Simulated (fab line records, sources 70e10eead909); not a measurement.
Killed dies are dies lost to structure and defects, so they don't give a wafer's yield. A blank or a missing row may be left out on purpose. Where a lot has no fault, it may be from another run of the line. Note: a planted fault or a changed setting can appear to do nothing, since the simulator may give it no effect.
fab line records	flow nand-harc
record lots=24	wafers=72	last-day=33
route steps=1302 shown P_M1@317 P_M2@338 P_BONDPAD@371 A_CHANNEL_FILL_D1@508
lots untouched by any fault: they come from a run of this same line in which no faults occurred
start-h: hours from the record's first day to the start of the lot's first wafer shown	wait-h: time in hours since the lot's previous step	" same as the row above	L1.1+2: one row covering several wafers at once	- no value, or no start was given	* or withheld: withheld	< > ~ a bound
route shown NAME@n: a module of which the file shows steps, and the number in the route of the first	usual: mean/standard deviation taken from wafers without a fault	same: alike in all rows	chamber/n: place in a boat	sites: the reading at each site	_std_site: standard deviation across them	_edge_site: the outer-site mean with the inner-site mean subtracted	radius-mm: for every site, how far away it sits from the centre of the wafer	mask NAME#n: copy n	behind: the tool/chamber that last shaped the wafer	hold: why the lot was held/for how many hours/how that ended	device: the transistor (n, p or np) that didn't switch	end of line: tests run on the same wafers once the route is complete	a step without rows: its recipe alone	killed: dies lost to structure and defects at the first sort, not the wafer's yield	map: shows each die of a wafer: x if killed, . if not, _ if none is there
set.NAME: the setting the step ran with; set.NAME@STEP: the setting that earlier step ran with	model.NAME: the simulator's own value behind a step, which no gauge read
route steps across a sampled set of lots; one table per step, one row per wafer
services: from which hour (start-h, from the record's first day; less than 0 if before it) a tool's chamber was out of use, for how many hours, and why
## steps
# step NHARC_P_M1_DEP_33
# recipe target-thk-a=300	temp-c=370	target-thk-nm=30	pressure-torr=3	flow-sccm=200	rf-w=450	material=SiCN
# usual heater-power-w=558/64
lot.wafer	tool	chamber	start-h	wait-h	heater-power-w
L074.2	pecvd-04	2	132.74	0.1	556
L074.6	"	1	"	"	463
L074.5	"	2	"	"	561
L076.1	pecvd-04	0	149.55	0.1	571
L076.2	"	2	"	"	573
L076.6	"	0	"	"	571
L077.2	pecvd-03	0	158.79	0.1	482
L077.1	"	1	"	"	586
L077.5	"	1	"	"	561
L078.2	pecvd-03	1	166.15	0.1	618
L078.3	"	0	"	"	539
L078.6	"	2	"	"	501
L079.3	pecvd-04	0	176.80	0.1	659
L079.4	"	0	"	"	653
L079.5	"	1	"	"	433
L075.1	pecvd-02	2	187.81	0.1	592
L075.3	"	0	"	"	483
L075.2	"	1	"	"	642
L080.1	pecvd-02	0	191.06	0.1	564
L080.3	"	1	"	"	607
L080.5	"	0	"	"	586
L081.3	pecvd-02	2	198.35	0.1	585
L081.2	"	0	"	"	539
L081.5	"	2	"	"	586
L082.1	pecvd-03	2	205.61	0.1	501
L082.2	"	1	"	"	636
L082.4	"	0	"	"	583
L083.2	pecvd-02	1	225.85	0.1	611
L083.1	"	2	"	"	500
L083.6	"	1	"	"	615
L084.1	pecvd-03	0	227.92	0.1	548
L084.2	"	2	"	"	494
L084.6	"	2	"	"	487
L085.1	pecvd-03	1	247.03	0.1	611
L085.3	"	0	"	"	522
L085.6	"	0	"	"	519
L086.3	pecvd-04	1	251.77	0.1	499
L086.1	"	2	"	"	573
L086.5	"	1	"	"	496
L087.1	pecvd-03	0	270.62	0.1	598
L087.6	"	1	"	"	588
L087.4	"	2	"	"	507
L088.1	pecvd-02	2	271.39	0.1	648
L088.5	"	2	"	"	516
L088.6	"	1	"	"	634
L090.3	pecvd-02	2	284.45	0.1	595
L090.1	"	0	"	"	560
L090.6	"	1	"	"	631
L089.1	pecvd-04	0	285.35	0.1	523
L089.5	"	1	"	"	477
L089.4	"	2	"	"	576
L091.2	pecvd-04	0	293.84	0.1	635
L091.6	"	1	"	"	425
L091.4	"	0	"	"	643
L092.2	pecvd-02	0	303.14	0.1	521
L092.3	"	1	"	"	675
L092.4	"	1	"	"	678
L093.3	pecvd-04	1	315.15	0.1	432
L093.5	"	0	"	"	660
L093.6	"	1	"	"	435
L094.1	pecvd-03	0	329.19	0.1	514
L094.5	"	0	"	"	530
L094.4	"	1	"	"	601
L095.1	pecvd-02	2	339.65	0.1	565
L095.6	"	2	"	"	551
L095.5	"	0	"	"	590
L096.1	pecvd-02	0	346.46	0.1	600
L096.3	"	1	"	"	625
L096.5	"	0	"	"	604
L097.1	pecvd-03	1	355.80	0.1	631
L097.3	"	2	"	"	403
L097.6	"	0	"	"	563
# step NHARC_P_M2_DEGAS_29
# recipe temp-c=250	time-s=60
# usual heater-power-w=337/47
lot.wafer	tool	chamber	start-h	wait-h	heater-power-w
L074.2	pvd-sputter-01	-	135.14	-	369
L074.6	"	-	"	"	373
L074.5	"	-	"	"	277
L076.1	pvd-sputter-03	-	152.00	-	373
L076.2	"	-	"	"	316
L076.6	"	-	"	"	363
L077.2	pvd-sputter-01	-	161.28	-	368
L077.1	"	-	"	"	283
L077.5	"	-	"	"	428
L078.2	pvd-sputter-02	-	168.52	-	331
L078.3	"	-	"	"	307
L078.6	"	-	"	"	298
L079.3	pvd-sputter-01	-	179.10	-	385
L079.4	"	-	"	"	367
L079.5	"	-	"	"	376
L075.2	pvd-sputter-03	-	190.28	-	313
L075.1	"	-	"	"	276
L075.3	"	-	"	"	341
L080.1	pvd-sputter-03	-	193.61	-	305
L080.3	"	-	"	"	373
L080.5	"	-	"	"	308
L081.3	pvd-sputter-03	-	200.76	-	330
L081.2	"	-	"	"	364
L081.5	"	-	"	"	277
L082.1	pvd-sputter-01	-	208.06	-	361
L082.4	"	-	"	"	287
L082.2	"	-	"	"	385
L083.1	pvd-sputter-02	-	228.31	-	330
L083.2	"	-	"	"	278
L083.6	"	-	"	"	297
L084.2	pvd-sputter-02	-	230.52	-	280
L084.1	"	-	"	"	337
L084.6	"	-	"	"	285
L085.1	pvd-sputter-01	-	249.52	-	445
L085.3	"	-	"	"	270
L085.6	"	-	"	"	440
L086.1	pvd-sputter-03	-	254.18	-	301
L086.3	"	-	"	"	364
L086.5	"	-	"	"	309
L087.1	pvd-sputter-03	-	273.07	-	370
L087.4	"	-	"	"	342
L087.6	"	-	"	"	312
L088.1	pvd-sputter-01	-	273.85	-	398
L088.6	"	-	"	"	397
L088.5	"	-	"	"	451
L090.3	pvd-sputter-03	-	286.90	-	342
L090.1	"	-	"	"	301
L090.6	"	-	"	"	368
L089.1	pvd-sputter-03	-	287.95	-	343
L089.4	"	-	"	"	300
L089.5	"	-	"	"	344
L091.2	pvd-sputter-01	-	296.41	-	359
L091.4	"	-	"	"	392
L091.6	"	-	"	"	448
L092.3	pvd-sputter-03	-	305.60	-	290
L092.4	"	-	"	"	332
L092.2	"	-	"	"	366
L093.3	pvd-sputter-03	-	317.44	-	362
L093.5	"	-	"	"	373
L093.6	"	-	"	"	299
L094.1	pvd-sputter-02	-	331.67	-	335
L094.4	"	-	"	"	314
L094.5	"	-	"	"	287
L095.1	pvd-sputter-01	-	342.16	-	349
L095.5	"	-	"	"	398
L095.6	"	-	"	"	442
L096.3	pvd-sputter-03	-	348.73	-	295
L096.1	"	-	"	"	340
L096.5	"	-	"	"	343
L097.1	pvd-sputter-02	-	358.23	-	338
L097.3	"	-	"	"	297
L097.6	"	-	"	"	333
# step NHARC_P_M2_CMP_23
# recipe t-overpolish-s=20	target-thk-nm=144.3
# usual motor-current-A=11.9/1.3	time-to-endpoint-s=28.2/2.7
lot.wafer	tool	chamber	start-h	wait-h	motor-current-A	time-to-endpoint-s
L074.2	cmp-03	3	136.24	-	11.5	30.8
L074.5	"	3	"	"	11.1	31.0
L074.6	"	0	"	"	13.6	33.0
L076.1	cmp-03	2	153.08	-	10.1	34.0
L076.2	"	3	"	"	11.9	30.6
L076.6	"	2	"	"	10.3	30.6
L077.1	cmp-02	2	162.71	-	12.8	32.1
L077.2	"	3	"	"	10.1	27.4
L077.5	"	0	"	"	11.7	28.5
L078.2	cmp-03	3	169.61	-	11.6	26.2
L078.3	"	2	"	"	10.1	29.3
L078.6	"	0	"	"	13.4	28.8
L079.4	cmp-02	1	180.18	-	12.5	29.7
L079.3	"	2	"	"	12.3	31.1
L079.5	"	2	"	"	13.3	29.4
L075.1	cmp-04	1	191.38	-	11.8	26.7
L075.2	"	2	"	"	10.3	27.3
L075.3	"	3	"	"	11.3	25.1
L080.1	cmp-04	0	194.81	-	14.3	30.3
L080.3	"	3	"	"	11.3	25.3
L080.5	"	0	"	"	13.6	29.3
L081.3	cmp-04	1	201.84	-	12.1	23.6
L081.2	"	2	"	"	10.5	24.4
L081.5	"	2	"	"	9.7	24.5
L082.4	cmp-03	2	209.17	-	10.1	29.2
L082.2	"	3	"	"	11.5	27.2
L082.1	"	0	"	"	12.8	31.9
L083.2	cmp-04	0	231.22	-	14.7	29.0
L083.1	"	1	"	"	11.8	29.7
L083.6	"	0	"	"	14.3	32.6
L084.2	cmp-04	1	231.96	-	12.2	27.4
L084.1	"	3	"	"	11.1	27.2
L084.6	"	1	"	"	12.1	27.3
L085.3	cmp-03	1	250.63	-	11.7	29.8
L085.1	"	2	"	"	10.2	28.9
L085.6	"	1	"	"	11.4	29.8
L086.3	cmp-02	2	255.26	-	12.5	28.6
L086.1	"	0	"	"	11.0	27.3
L086.5	"	3	"	"	10.7	24.5
L087.1	cmp-03	3	274.15	-	12.1	27.2
L087.4	"	0	"	"	14.4	30.3
L087.6	"	0	"	"	13.9	32.7
L088.1	cmp-03	2	274.98	-	10.2	31.6
L088.5	"	1	"	"	12.0	32.7
L088.6	"	2	"	"	9.9	30.9
L090.1	cmp-02	1	287.98	-	13.3	28.9
L090.3	"	0	"	"	10.8	27.7
L090.6	"	2	"	"	13.3	27.9
L089.1	cmp-02	2	289.05	-	12.8	28.9
L089.4	"	0	"	"	10.8	30.1
L089.5	"	2	"	"	12.8	30.0
L091.4	cmp-04	2	297.49	-	10.7	25.6
L091.2	"	1	"	"	11.5	26.4
L091.6	"	2	"	"	9.9	27.4
L092.4	cmp-03	1	306.71	-	11.7	26.0
L092.3	"	2	"	"	9.8	28.4
L092.2	"	3	"	"	11.7	25.2
L093.3	cmp-02	2	318.61	-	12.1	29.5
L093.6	"	3	"	"	10.6	26.4
L093.5	"	0	"	"	10.6	28.6
L094.4	cmp-04	2	332.76	-	9.9	24.5
L094.1	"	1	"	"	11.6	22.6
L094.5	"	2	"	"	10.1	23.5
L095.1	cmp-03	1	343.49	-	11.8	26.6
L095.5	"	3	"	"	11.1	27.8
L095.6	"	0	"	"	13.5	29.5
L096.1	cmp-02	0	349.81	-	11.2	30.1
L096.3	"	3	"	"	10.2	24.8
L096.5	"	0	"	"	10.8	24.2
L097.1	cmp-02	3	359.35	-	10.8	22.4
L097.3	"	0	"	"	11.0	26.5
L097.6	"	2	"	"	12.6	26.0
# step NHARC_P_BONDPAD_STRIP_15
# recipe o2-flow-sccm=500	ar-flow-sccm=0	bias-w=0	chemistry=O2
# usual drypump-motor-current-A=5.8/0.33	oes-product-au=1.000/0.01	rf-vpp-V=58.1/0.81	showerhead-plenum-p-Torr=3.65/0.12	throttle-valve-pct=17.036/0.01
lot.wafer	tool	chamber	start-h	wait-h	drypump-motor-current-A	oes-product-au	rf-hours-counter-h	rf-vpp-V	showerhead-plenum-p-Torr	throttle-valve-pct
L074.2	rie-diel-02	0	139.15	0.1	6.0	1.005	4.3	57.1	3.71	17.049
L074.5	"	1	"	"	6.1	0.998	-	58.6	3.56	17.065
L074.6	"	2	"	"	6.1	0.999	-	58.6	3.69	17.037
L076.2	rie-diel-02	0	155.83	0.1	6.1	0.995	5.9	58.5	3.71	17.034
L076.1	"	1	"	"	6.1	1.003	6.3	59.5	3.56	17.040
L076.6	"	0	"	"	6.1	0.996	-	59.3	3.71	17.047
L077.1	rie-diel-10	3	165.40	0.1	6.0	0.991	2.1	58.2	3.67	17.021
L077.2	"	1	"	"	5.9	0.997	2.1	57.2	3.55	17.045
L077.5	"	3	"	"	6.0	0.993	-	58.3	3.67	17.033
L078.3	rie-diel-02	0	172.48	0.1	6.1	1.000	7.3	59.7	3.71	17.046
L078.2	"	1	"	"	6.1	1.009	7.2	58.3	3.56	17.039
L078.6	"	0	"	"	6.1	1.003	-	57.6	3.71	17.033
L079.4	rie-diel-03	3	182.91	0.1	6.0	1.003	4.1	58.2	3.68	17.041
L079.3	"	0	"	"	5.0	1.003	4.3	60.0	3.76	17.044
L079.5	"	3	"	"	6.0	0.998	-	58.8	3.68	17.026
L075.2	rie-diel-10	1	194.34	0.1	6.0	1.000	2.5	58.4	3.55	17.041
L075.3	"	3	"	"	6.0	0.997	2.5	57.6	3.67	17.007
L075.1	"	0	"	"	6.1	1.005	2.5	59.0	3.71	17.039
L080.1	rie-diel-10	0	197.82	0.1	6.0	1.008	2.7	57.7	3.71	17.033
L080.3	"	1	"	"	5.9	1.001	2.7	59.6	3.55	17.030
L080.5	"	0	"	"	6.0	1.007	-	58.9	3.71	17.046
L081.3	rie-diel-03	0	204.70	0.1	5.0	1.001	5.6	57.3	3.76	17.031
L081.2	"	1	"	"	5.9	1.011	5.5	58.0	3.73	17.046
L081.5	"	0	"	"	5.0	1.001	-	59.5	3.76	17.062
L082.1	rie-diel-10	3	212.00	0.1	6.0	0.995	2.8	58.3	3.67	17.033
L082.2	"	0	"	"	6.0	0.997	2.9	57.1	3.71	17.012
L082.4	"	1	"	"	5.9	1.001	2.9	58.3	3.55	17.035
L083.1	rie-diel-03	1	233.98	0.1	5.9	1.003	6.1	58.2	3.73	17.009
L083.2	"	2	"	"	5.4	1.008	6.8	58.1	3.35	17.021
L083.6	"	0	"	"	5.0	0.999	-	56.7	3.76	17.037
L084.2	rie-diel-10	3	234.82	0.1	6.0	0.992	3.1	57.3	3.67	17.046
L084.1	"	0	"	"	6.0	0.991	3.1	58.8	3.71	17.043
L084.6	"	3	"	"	6.0	0.989	-	59.1	3.67	17.041
L085.3	rie-diel-03	2	253.47	0.1	5.4	1.000	7.5	56.5	3.35	17.026
L085.1	"	1	"	"	5.9	1.008	6.7	58.7	3.73	17.040
L085.6	"	2	"	"	5.4	1.005	-	57.1	3.35	17.048
L086.3	rie-diel-02	3	258.03	0.1	6.1	1.010	2.2	58.2	3.58	17.029
L086.1	"	0	"	"	6.0	1.001	2.5	58.2	3.70	17.023
L086.5	"	3	"	"	6.2	1.020	-	58.6	3.58	17.037
L087.1	rie-diel-10	1	277.52	0.1	5.9	0.996	0.7	58.0	3.55	17.049
L087.4	"	3	"	"	6.0	0.991	0.5	57.6	3.67	17.022
L087.6	"	2	"	"	5.8	0.995	-	58.3	3.78	17.033
L088.1	rie-diel-03	2	277.89	0.1	5.4	1.009	8.8	57.8	3.35	17.035
L088.5	"	3	"	"	6.0	0.993	-	57.6	3.68	17.040
L088.6	"	0	"	"	5.0	0.991	-	59.2	3.76	17.038
L090.3	rie-diel-10	0	290.83	0.1	6.0	1.004	0.9	57.8	3.71	17.035
L090.1	"	2	"	"	5.8	0.992	1.3	58.0	3.78	17.018
L090.6	"	1	"	"	6.0	0.987	-	58.1	3.54	17.052
L089.4	rie-diel-02	0	291.89	0.1	6.0	1.000	4.8	57.1	3.70	17.046
L089.1	"	2	"	"	6.1	1.006	5.8	58.3	3.68	17.028
L089.5	"	0	"	"	6.1	0.997	-	59.3	3.70	17.047
L091.4	rie-diel-02	2	300.83	0.1	6.1	1.004	5.9	58.8	3.68	17.057
L091.2	"	1	"	"	6.1	1.000	5.6	58.6	3.55	17.048
L091.6	"	3	"	"	6.1	1.004	-	57.0	3.57	17.031
L092.3	rie-diel-03	0	309.46	0.1	5.0	0.999	0.9	58.0	3.76	17.033
L092.2	"	1	"	"	5.8	1.013	0.7	58.7	3.72	17.050
L092.4	"	2	"	"	5.4	1.007	0.6	56.3	3.35	17.034
L093.3	rie-diel-10	1	321.29	0.1	6.0	0.989	2.0	59.2	3.54	17.036
L093.6	"	2	"	"	5.8	0.986	-	59.4	3.78	17.042
L093.5	"	3	"	"	6.0	0.973	-	58.1	3.67	17.047
L094.1	rie-diel-03	1	335.75	0.1	5.8	1.005	1.4	58.0	3.72	17.044
L094.4	"	2	"	"	5.4	0.993	1.2	56.5	3.35	17.040
L094.5	"	0	"	"	5.0	1.009	-	58.3	3.76	17.043
L095.1	rie-diel-03	3	346.31	0.1	5.9	1.003	2.3	58.5	3.68	17.019
L095.6	"	2	"	"	5.4	0.990	-	57.6	3.35	17.034
L095.5	"	1	"	"	5.8	1.021	-	58.2	3.72	17.029
L096.1	rie-diel-03	1	352.66	0.1	5.9	0.992	2.3	58.1	3.72	17.039
L096.3	"	0	"	"	5.0	1.001	1.6	59.4	3.76	17.049
L096.5	"	1	"	"	5.9	1.002	-	58.6	3.72	17.031
L097.3	rie-diel-10	2	362.10	0.1	5.8	0.976	2.8	58.5	3.78	17.043
L097.1	"	3	"	"	6.0	0.975	2.4	58.4	3.67	17.035
L097.6	"	0	"	"	6.0	1.004	-	56.6	3.71	17.036
# step NHARC_P_BONDPAD_ACTIVATE_29
# recipe time-s=60	n2-flow-sccm=200	ar-flow-sccm=0	bias-power-w=0	chemistry=N2
# usual drypump-motor-current-A=5.8/0.34	oes-product-au=0.999/0.011	rf-vpp-V=64.5/0.9	showerhead-plenum-p-Torr=1.83/0.069
lot.wafer	tool	chamber	start-h	wait-h	drypump-motor-current-A	oes-product-au	rf-hours-counter-h	rf-vpp-V	showerhead-plenum-p-Torr
L074.2	rie-diel-10	1	141.40	0.1	6.0	0.990	1.5	63.0	1.78
L074.5	"	2	"	"	5.8	1.002	-	66.1	1.91
L074.6	"	3	"	"	6.0	0.982	-	65.1	1.85
L076.2	rie-diel-02	1	158.04	0.1	6.1	1.005	6.4	64.3	1.78
L076.1	"	3	"	"	6.1	1.016	5.4	64.2	1.79
L076.6	"	1	"	"	6.1	1.008	-	63.9	1.78
L077.1	rie-diel-10	1	167.63	0.1	5.9	0.992	2.2	64.5	1.78
L077.2	"	2	"	"	5.8	0.994	2.2	65.4	1.91
L077.5	"	0	"	"	6.0	0.999	-	64.9	1.87
L078.2	rie-diel-03	2	174.71	0.1	5.4	1.015	4.2	62.3	1.67
L078.3	"	3	"	"	6.0	0.989	3.8	64.5	1.85
L078.6	"	3	"	"	6.0	1.001	-	64.0	1.85
L079.4	rie-diel-03	3	185.14	0.1	5.9	0.996	4.3	64.4	1.85
L079.3	"	0	"	"	5.0	1.003	4.4	63.9	1.89
L079.5	"	0	"	"	5.0	1.008	-	65.3	1.89
L075.1	rie-diel-03	2	196.57	0.1	5.4	1.013	6.1	61.4	1.67
L075.2	"	0	"	"	5.0	1.000	5.5	63.9	1.89
L075.3	"	1	"	"	5.8	0.992	5.4	66.0	1.87
L080.3	rie-diel-03	3	200.05	0.1	6.0	0.999	5.5	65.4	1.85
L080.1	"	2	"	"	5.4	1.012	6.2	63.2	1.67
L080.5	"	3	"	"	5.9	0.998	-	65.0	1.85
L081.2	rie-diel-03	2	206.94	0.1	5.3	1.011	6.3	65.4	1.67
L081.3	"	0	"	"	5.0	1.003	5.7	64.9	1.89
L081.5	"	2	"	"	5.3	1.019	-	64.5	1.67
L082.4	rie-diel-03	3	214.23	0.1	5.9	0.993	5.7	64.6	1.85
L082.1	"	0	"	"	5.0	1.007	5.8	64.8	1.89
L082.2	"	1	"	"	5.8	1.006	5.7	65.1	1.87
L083.2	rie-diel-02	3	236.19	0.1	6.1	1.028	0.9	64.0	1.79
L083.1	"	0	"	"	6.0	1.004	1.3	65.6	1.86
L083.6	"	3	"	"	6.1	1.012	-	63.9	1.79
L084.2	rie-diel-10	1	237.21	0.1	5.9	1.006	3.2	65.2	1.78
L084.1	"	2	"	"	5.7	0.987	3.2	65.2	1.91
L084.6	"	1	"	"	6.0	1.003	-	62.5	1.78
L085.3	rie-diel-10	0	255.77	0.1	6.0	0.993	0.1	64.2	1.87
L085.1	"	2	"	"	5.7	0.998	0.1	64.5	1.91
L085.6	"	3	"	"	6.0	0.989	-	63.7	1.84
L086.1	rie-diel-10	3	260.31	0.1	6.0	0.995	0.3	65.1	1.84
L086.3	"	1	"	"	5.9	1.001	0.5	65.0	1.78
L086.5	"	3	"	"	6.0	0.988	-	64.8	1.84
L087.4	rie-diel-03	2	279.74	0.1	5.4	1.018	8.8	62.8	1.67
L087.1	"	1	"	"	5.9	0.999	8.1	64.0	1.87
L087.6	"	3	"	"	6.0	1.005	-	63.6	1.85
L088.1	rie-diel-10	1	280.08	0.1	5.9	0.979	0.9	63.8	1.78
L088.6	"	0	"	"	6.0	0.983	-	64.8	1.87
L088.5	"	1	"	"	5.9	0.980	-	64.8	1.78
L090.3	rie-diel-10	2	293.08	0.1	5.8	0.974	1.5	65.0	1.91
L090.1	"	3	"	"	6.0	0.980	1.1	64.8	1.84
L090.6	"	1	"	"	6.0	0.990	-	62.6	1.78
L089.4	rie-diel-10	3	294.12	0.1	5.9	0.988	1.1	62.6	1.84
L089.1	"	2	"	"	5.8	0.986	1.5	64.6	1.91
L089.5	"	0	"	"	6.0	0.991	-	64.9	1.87
L091.2	rie-diel-02	3	303.28	0.1	6.1	1.016	5.1	64.8	1.79
L091.6	"	1	"	"	6.1	1.006	-	63.9	1.78
L091.4	"	0	"	"	6.0	0.999	-	65.6	1.86
L092.3	rie-diel-03	0	311.69	0.1	5.0	1.003	0.9	64.9	1.89
L092.2	"	1	"	"	5.8	1.001	0.7	63.4	1.87
L092.4	"	2	"	"	5.4	1.004	0.6	63.5	1.67
L093.3	rie-diel-03	1	323.59	0.1	5.8	1.007	1.0	64.9	1.87
L093.6	"	3	"	"	5.9	1.004	-	64.3	1.85
L093.5	"	0	"	"	5.0	1.002	-	64.6	1.89
L094.1	rie-diel-03	2	337.95	0.1	5.4	0.996	1.3	63.4	1.67
L094.4	"	0	"	"	5.0	1.012	1.6	64.3	1.89
L094.5	"	1	"	"	5.8	1.006	-	64.3	1.87
L095.1	rie-diel-03	3	348.59	0.1	6.0	1.006	2.3	64.1	1.85
L095.6	"	2	"	"	5.4	0.990	-	62.2	1.67
L095.5	"	3	"	"	6.0	1.012	-	64.6	1.85
L096.3	rie-diel-02	1	354.90	0.1	6.1	1.012	9.3	64.2	1.78
L096.1	"	2	"	"	6.1	0.996	8.4	63.9	1.85
L096.5	"	1	"	"	6.1	1.017	-	63.5	1.78
L097.3	rie-diel-10	2	364.30	0.1	5.7	0.970	2.8	65.6	1.90
L097.1	"	1	"	"	5.9	0.991	2.8	64.5	1.78
L097.6	"	2	"	"	5.7	0.984	-	65.6	1.90
# step NHARC_A_CHANNEL_FILL_D1_ETCHBACK_08
# recipe target-depth-a=2200	time-s=110	c4f8-flow-sccm=20	ar-flow-sccm=withheld	rf-w=600	bias-w=300	chemistry=C4F8
# usual oes-product-au=0.96/0.036	rf-vpp-V=441.6/2.7
lot.wafer	tool	chamber	start-h	wait-h	oes-product-au	rf-hours-counter-h	rf-vpp-V
L074.2	rie-diel-07	1	-	-	1.00	6.1	438.5
L074.5	"	2	"	"	1.00	-	442.1
L074.6	"	3	"	"	0.99	-	438.1
L077.2	rie-diel-01	0	-	-	0.94	3.2	439.0
L077.1	"	3	"	"	0.93	2.8	441.2
L077.5	"	1	"	"	0.93	-	446.2
L076.1	rie-diel-04	2	-	-	0.99	3.2	439.3
L076.2	"	0	"	"	0.99	3.2	445.5
L076.6	"	3	"	"	0.98	-	446.6
L078.3	rie-diel-01	1	-	-	1.01	3.3	447.6
L078.2	"	2	"	"	0.98	2.9	443.1
L078.6	"	0	"	"	1.00	-	440.1
L079.3	rie-diel-07	0	-	-	0.99	8.5	439.7
L079.4	"	1	"	"	1.01	9.2	438.2
L079.5	"	0	"	"	0.99	-	440.0
L075.1	rie-diel-07	1	-	-	0.93	9.5	438.1
L075.3	"	2	"	"	0.92	7.5	440.7
L075.2	"	3	"	"	0.92	8.8	437.4
L081.2	rie-diel-04	2	-	-	0.92	6.8	441.1
L081.3	"	0	"	"	0.92	6.2	444.2
L081.5	"	2	"	"	0.91	-	441.2
L080.1	rie-diel-01	1	-	-	0.94	5.5	445.6
L080.3	"	0	"	"	0.93	6.1	439.4
L080.5	"	1	"	"	0.93	-	445.5
L082.2	rie-diel-04	0	-	-	0.92	6.8	444.6
L082.4	"	1	"	"	0.93	7.4	440.5
L082.1	"	2	"	"	0.92	7.3	440.8
L083.2	rie-diel-04	1	-	-	0.93	9.2	439.8
L083.1	"	0	"	"	0.91	7.2	443.6
L083.6	"	2	"	"	0.92	-	440.4
L084.1	rie-diel-01	1	-	-	0.93	7.6	445.2
L084.2	"	0	"	"	0.93	7.7	441.4
L084.6	"	2	"	"	0.92	-	443.9
L085.1	rie-diel-01	0	-	-	0.94	9.0	441.4
L085.3	"	2	"	"	0.93	8.6	443.4
L085.6	"	1	"	"	0.94	-	445.1
L086.1	rie-diel-01	0	-	-	0.94	9.4	440.6
L086.3	"	1	"	"	0.94	9.4	444.8
L086.5	"	3	"	"	0.93	-	441.3
L087.1	rie-diel-07	1	-	-	1.00	2.4	438.1
L087.4	"	1	"	"	1.00	-	438.5
L087.6	"	2	"	"	1.00	-	441.3
L088.1	rie-diel-04	0	-	-	1.00	1.0	444.0
L088.6	"	1	"	"	1.00	-	439.8
L088.5	"	2	"	"	1.00	-	442.0
L089.4	rie-diel-04	1	-	-	1.00	1.3	440.0
L089.1	"	0	"	"	1.00	1.5	442.4
L089.5	"	1	"	"	1.00	-	439.3
L090.3	rie-diel-04	2	-	-	1.00	2.0	440.8
L090.1	"	1	"	"	1.00	1.3	439.4
L090.6	"	2	"	"	0.99	-	442.2
L091.4	rie-diel-04	1	-	-	0.93	2.4	439.7
L091.2	"	3	"	"	0.93	2.8	447.0
L091.6	"	0	"	"	0.93	-	445.4
L092.3	rie-diel-04	0	-	-	0.99	2.7	444.8
L092.4	"	1	"	"	0.98	2.4	439.0
L092.2	"	3	"	"	0.99	2.9	444.5
L093.3	rie-diel-01	0	-	-	0.99	1.6	440.7
L093.5	"	1	"	"	0.99	-	443.9
L093.6	"	2	"	"	0.98	-	443.5
L094.4	rie-diel-07	0	-	-	0.91	5.6	437.8
L094.1	"	2	"	"	0.92	6.0	442.8
L094.5	"	3	"	"	0.93	-	436.8
L096.3	rie-diel-07	2	-	-	0.92	6.3	441.7
L096.1	"	3	"	"	0.92	6.7	436.7
L096.5	"	2	"	"	0.91	-	442.0
L095.1	rie-diel-01	2	-	-	1.00	3.5	444.2
L095.6	"	2	"	"	0.99	-	444.0
L095.5	"	3	"	"	0.98	-	441.2
L097.3	rie-diel-04	2	-	-	0.99	5.1	441.6
L097.1	"	3	"	"	0.98	5.6	445.3
L097.6	"	1	"	"	0.99	-	439.0
## services
tool	chamber	start-h	hours	kind
rie-diel-03	1	142.97	4.0	repair
rie-diel-04	-	150.49	0.3	repair
rie-diel-04	0	160.06	3.8	repair
rie-diel-04	0	177.21	5.0	repair
rie-diel-04	-	177.90	9.0	pm
rie-diel-04	-	195.30	0.2	repair
rie-diel-02	-	216.70	9.0	pm
pvd-sputter-03	-	227.63	10.0	pm
rie-diel-10	3	236.96	3.5	repair
rie-diel-10	-	242.50	9.0	pm
rie-diel-10	0	263.82	7.1	repair
rie-diel-02	1	270.43	9.6	repair
rie-diel-04	-	279.08	1.6	repair
rie-diel-03	-	281.30	9.0	pm
rie-diel-02	2	301.24	22.0	repair
pvd-sputter-03	-	306.90	2.4	repair
rie-diel-04	0	311.30	1.6	repair
rie-diel-03	0	339.03	10.0	repair
rie-diel-03	1	384.40	1.3	repair
rie-diel-10	0	394.73	1.5	repair
pvd-sputter-03	-	405.63	10.0	pm
rie-diel-10	-	419.50	9.0	pm
rie-diel-10	3	433.46	13.2	repair
rie-diel-10	-	436.22	0.7	repair
## key
fault none
